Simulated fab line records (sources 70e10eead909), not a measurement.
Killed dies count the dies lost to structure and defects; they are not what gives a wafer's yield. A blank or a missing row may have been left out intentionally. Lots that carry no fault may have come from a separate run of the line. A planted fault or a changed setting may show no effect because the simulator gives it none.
Chamber matching    flow nand-harc    NHARC_A_STAIRCASE_TRIM_187 on rie-diel-07 has 4 sister chambers
The step chemistry O2, time 211.2 s. 4 wafers are shown with their chamber, then 9 later ones without.

WAFERS, EACH WITH ITS CHAMBER
wafer   chamber  showerhead-plenum-p-Torr (Torr)
L085.1  2        3.55
L087.1  3        3.48
L087.3  0        3.75
L087.4  1        3.49

WAFERS WITHOUT THEIR CHAMBER
wafer   showerhead-plenum-p-Torr (Torr)
L093.1  3.75
L093.3  3.49
L093.4  3.54
L097.3  3.74
L097.5  3.74
L097.6  3.48
L097.1  3.53
L097.2  3.47
L097.4  3.48

EACH ONE'S CHAMBER
wafer   from the rows above      in truth
L093.1  0                        0
L093.3  can't be placed: 1 or 3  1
L093.4  2                        2
L097.3  0                        0
L097.5  0                        0
L097.6  can't be placed: 3 or 1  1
L097.1  2                        2
L097.2  can't be placed: 3 or 1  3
L097.4  can't be placed: 3 or 1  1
Correct placement for 5 of the 9. Not placeable from these rows: 4 (in 4, the candidates include the true chamber). Wrongly placed: 0.
How it was worked out, from the rows above alone: a wafer's distance from a chamber is the root of the sum, over the readings, of the square of ((its reading less the chamber's mean) divided by the reading's scatter). If the next closest chamber is less than 2 further off than the closest, the wafer can't be placed; otherwise it belongs to the closest. The mean given for a chamber averages the wafers shown for that chamber. The scatter: root of mean squared gap, hidden wafer to nearest shown wafer, with one shown wafer a chamber.
